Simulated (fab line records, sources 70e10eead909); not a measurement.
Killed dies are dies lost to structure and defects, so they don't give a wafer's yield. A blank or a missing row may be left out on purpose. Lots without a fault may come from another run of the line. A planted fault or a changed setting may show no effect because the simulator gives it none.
Chamber matching | flow nand_harc | NHARC_P_CONTACT_DEP_30 on pecvd-03: 3 sister chambers
The step deposits SiNx, target thk 30 nm. 3 wafers are shown with their chamber, then 11 later ones without.

WAFERS WITH THEIR CHAMBER
wafer  | chamber | heater_power_w (W)
L085.2 | 1       | 688
L085.6 | 0       | 774
L088.2 | 2       | 746

WAFERS WITHOUT THEIR CHAMBER
wafer  | heater_power_w (W)
L088.5 | 681
L088.6 | 744
L093.1 | 782
L093.2 | 763
L093.5 | 746
L094.1 | 611
L094.2 | 724
L094.3 | 758
L095.1 | 740
L095.2 | 730
L095.6 | 710

WHICH CHAMBER EACH WENT THROUGH
wafer  | from the rows above          | in truth
L088.5 | 1                            | 1
L088.6 | can't be placed: 2 or 0      | 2
L093.1 | can't be placed: 0 or 2      | 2
L093.2 | can't be placed: 0 or 2      | 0
L093.5 | can't be placed: 2 or 0      | 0
L094.1 | 1                            | 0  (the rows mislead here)
L094.2 | can't be placed: 2 or 1 or 0 | 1
L094.3 | can't be placed: 2 or 0      | 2
L095.1 | can't be placed: 2 or 0 or 1 | 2
L095.2 | can't be placed: 2 or 1 or 0 | 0
L095.6 | can't be placed: 1 or 2 or 0 | 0
Placed correctly: 1 of 11. Can't be placed from these rows: 9 (the true chamber is among the candidates in 9). Placed wrongly: 1.
How it was worked out, from the rows above alone: a wafer's distance from a chamber is the root of the sum, over the readings, of the square of ((its reading less the chamber's mean) divided by the reading's scatter). The wafer belongs to the nearest chamber; if the next one is less than 2 further off, it can't be placed. A chamber's mean is the mean of its shown wafers. The scatter: with one shown wafer a chamber, the root of the mean of the squares of how far each hidden wafer lies from its nearest shown one.
